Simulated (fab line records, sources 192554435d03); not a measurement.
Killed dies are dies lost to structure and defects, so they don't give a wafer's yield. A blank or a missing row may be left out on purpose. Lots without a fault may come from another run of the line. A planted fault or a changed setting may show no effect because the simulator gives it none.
One fault seen from 2 desks | flow n5_finfet | each desk has only its own numbers; what lay behind them comes last

THE DEFECT DESK
What the inspections along the route counted, lot by lot: means of the sampled wafers that have a number. A lot is out of limits, marked OUT, if its mean lies more than 4 standard deviations from the usual mean; the brackets give that distance.
Columns: A = raw_defect_count at N5_PMOS_HMC_CHANNEL_EPI_INSPECT_30, usual 19; B = raw_defect_count at N5_FIN_SAQP_INSPECT_18, usual 412; C = raw_defect_count at N5_FIN_SAQP_INSPECT_40, usual 233; D = raw_defect_count at N5_FIN_CUT_INSPECT_10, usual 42; E = raw_defect_count at N5_FIN_CUT_INSPECT_17, usual 236
lot  | first seen here | A  | B   | C              | D             | E
L951 | day 3 20:49     | 18 | 866 | 804 (+7.2) OUT | 461 (+32) OUT | 775 (+6.9) OUT
L952 | day 4 02:45     | 15 | 741 | 636 (+5.1) OUT | 457 (+32) OUT | 620 (+4.9) OUT
L954 | day 4 15:10     | 15 | 886 | 573 (+4.3) OUT | 441 (+31) OUT | 583 (+4.4) OUT
L957 | day 5 08:37     | 20 | 501 | 207            | 34            | 193
L960 | day 6 02:14     | 16 | 368 | 294            | 53            | 291
L962 | day 6 14:10     | 22 | 451 | 203            | 39            | 199
L963 | day 6 20:28     | 27 | 481 | 344            | 54            | 354
L964 | day 7 03:18     | 24 | 414 | 262            | 48            | 295
L966 | day 7 14:14     | 15 | 474 | 223            | 48            | 236
This desk's finding: out of limits on L951, L952, L954; first on L951, day 4 04:17 (raw_defect_count at N5_FIN_SAQP_INSPECT_40). In limits: L957, L960, L962, L963, L964, L966.

THE METROLOGY DESK
What the gauges read, lot by lot, whatever tool the lot ran on: means of the sampled wafers that have a number. A lot is out of limits, marked OUT, if its mean lies more than 4 standard deviations from the usual mean; the brackets give that distance. Of its 10 readings 7 are shown: those that lie furthest out on some lot.
Columns: A = DIBL_N at N5_BEOL_M4_RC_MEAS_101, usual 36.2 mV/V; B = DIBL_P at N5_BEOL_M4_RC_MEAS_101, usual 36.5 mV/V; C = IOFF_N at N5_BEOL_M4_RC_MEAS_101, usual 0.16 nA/um; D = IOFF_P at N5_BEOL_M4_RC_MEAS_101, usual 0.22 nA/um; E = ION_P at N5_BEOL_M4_RC_MEAS_101, usual 463 uA/um; F = VT_N at N5_BEOL_M4_RC_MEAS_101, usual 250 mV; G = VT_P at N5_BEOL_M4_RC_MEAS_101, usual -250 mV
lot  | first seen here | A    | B    | C    | D    | E   | F   | G
L951 | day 10 02:07    | 33.2 | 32.6 | 0.13 | 0.15 | 447 | 252 | -257
L952 | day 10 07:01    | 38.5 | 40.8 | 0.21 | 0.22 | 455 | 247 | -253
L954 | day 10 14:29    | 34.8 | 35.9 | 0.14 | 0.20 | 463 | 253 | -250
L957 | day 11 16:50    | 36.1 | 37.2 | 0.15 | 0.19 | 465 | 250 | -253
L960 | day 12 16:28    | 37.5 | 37.4 | 0.20 | 0.22 | 461 | 245 | -249
L963 | day 12 22:52    | 36.1 | 36.8 | 0.18 | 0.25 | 469 | 247 | -247
L964 | day 13 01:31    | 37.5 | 39.6 | 0.17 | 0.23 | 458 | 251 | -251
L962 | day 13 01:37    | 34.8 | 35.0 | 0.15 | 0.24 | 472 | 248 | -244
L966 | day 14 09:05    | 34.3 | 35.6 | 0.15 | 0.20 | 460 | 248 | -251
This desk's finding: nothing out of limits on any of the 9 lots.

PUT TOGETHER
The defect desk could have raised an alarm at day 4 04:17, on L951, L952, L954.
The metrology desk saw nothing out of limits.
The metrology desk has L951, L952, L954 on record, within its limits.
Of the lots named, all ran N5_FIN_SAQP_PRECLEAN_00 on wet_bench-06.

WHAT THE SIMULATOR HAD PUT IN
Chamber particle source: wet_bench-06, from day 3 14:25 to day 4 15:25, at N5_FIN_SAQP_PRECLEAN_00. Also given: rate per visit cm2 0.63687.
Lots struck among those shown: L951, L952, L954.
Hours from the fault's start to each desk's first reading out of limits: the defect desk, 14.
